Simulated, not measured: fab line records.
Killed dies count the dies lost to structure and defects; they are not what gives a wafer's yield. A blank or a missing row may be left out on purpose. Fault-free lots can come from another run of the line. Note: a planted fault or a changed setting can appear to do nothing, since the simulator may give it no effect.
Split-lot study | flow n5-finfet | 21 wafers read across 7 lots, on a route 1938 steps long

## ABOUT THE SPLIT
At N5_BEOL_M3_EXPOSE_25 (exposes mask V2, defocus 5 nm), the setting dose-mj was moved away from the recipe's 63 on 10 of the 21 wafers read, by -6.0% to +7.1%. The other wafers ran this setting at the recipe's value.

## FROM THE SPLIT TO THE READING: what the file shows between them, 2 steps
- N5_BEOL_M3_PEB_26: peb time 60 s
- N5_BEOL_M3_DEVELOP_27: develop time 30 s

## THE READING
cd-nm, in nm, at N5_BEOL_M3_CD_MEAS_28 (target cd 25.7 nm, target cd y 23.3 nm). Typical for fault-free wafers on this fab line: 25.64 nm, with standard deviation 0.24 nm.

wafer  | tool, chamber at the split | dose-mj as run | against the recipe | cd-nm, nm | against lot-mates on the recipe
L079.1 | euv-scanner-02, 0          | 67.5           | +7.1%              | 26.90     | +1.25
L079.3 | euv-scanner-02, 0          | 63             | recipe             | 25.55     | -
L079.5 | euv-scanner-02, 0          | 63             | recipe             | 25.74     | -
L080.2 | euv-scanner-01, 0          | 63             | recipe             | 25.56     | -
L080.4 | euv-scanner-01, 0          | 64.4           | +2.2%              | 26.51     | +0.95
L080.5 | euv-scanner-01, 0          | 64.4           | +2.2%              | 25.70     | +0.14
L084.2 | euv-scanner-02, 0          | 65.89          | +4.6%              | 26.53     | +1.04
L084.3 | euv-scanner-02, 0          | 65.89          | +4.6%              | 26.35     | +0.86
L084.4 | euv-scanner-02, 0          | 63             | recipe             | 25.49     | -
L089.2 | euv-scanner-01, 0          | 63             | recipe             | 25.26     | -
L089.3 | euv-scanner-01, 0          | 63             | recipe             | 25.74     | -
L089.6 | euv-scanner-01, 0          | 63             | recipe             | 25.61     | -
L091.3 | euv-scanner-01, 0          | 63             | recipe             | 25.47     | -
L091.5 | euv-scanner-01, 0          | 63             | recipe             | 25.70     | -
L091.6 | euv-scanner-01, 0          | 59.69          | -5.3%              | 24.42     | -1.16
L096.1 | euv-scanner-02, 0          | 59.24          | -6.0%              | 24.61     | -1.13
L096.4 | euv-scanner-02, 0          | 63             | recipe             | 25.74     | -
L096.5 | euv-scanner-02, 0          | 59.24          | -6.0%              | 24.89     | -0.85
L097.2 | euv-scanner-02, 0          | 63             | recipe             | 25.37     | -
L097.4 | euv-scanner-02, 0          | 64.2           | +1.9%              | 25.54     | +0.17
L097.6 | euv-scanner-02, 0          | 64.2           | +1.9%              | 25.40     | +0.03

THE FIT
A straight line over all 21 wafers: cd-nm changes by +0.169 nm for each +1% of dose-mj; r = +0.91; the points scatter about the line by 0.25 nm.
The same after taking each lot's own level away (the mean of its wafers on the recipe; 21 wafers): +0.184 nm for each +1%; r = +0.95; scatter 0.21 nm.
That fit puts the effect of the largest move of dose-mj on the reading at 1.3 nm.
Across the lots, their own levels run from 25.370 to 25.740 nm, a range of 1.5 times the standard deviation given above.
The two slopes agree, so the slope changes little with the lot-to-lot level.
Check: for one of the wafers moved furthest among these (+7.1%), held out of the fit, the line's prediction against its lot-mates is +1.33 nm. It came out at +1.25 nm against them.

## THESE WAFERS: OTHER SPLITS
Before the reading, these wafers also passed through other splits. Each is held against what the fit with the lots' levels taken away leaves over:
other split on the same wafers    | wafers away from the commonest value | r with cd-nm (lot level and that fit taken away)
N5_BEOL_M0_SAQP_EXPOSE_11 dose-mj | 8                                    | -0.01
N5_BEOL_M0_SAQP_ETCH_88 source-w  | 7                                    | +0.04
N5_BEOL_M0_CUTY_EXPOSE_54 dose-mj | 8                                    | -0.19
N5_BEOL_M1_COAT_62 spin-rpm       | 8                                    | +0.22
N5_BEOL_M2_ETCH_70 source-w       | 8                                    | -0.32
N5_BEOL_M3_COAT_22 spin-rpm       | 7                                    | +0.22

## FILE'S OWN FIT
cd-nm changes by +0.186 nm for each +1% of dose-mj, r = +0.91.
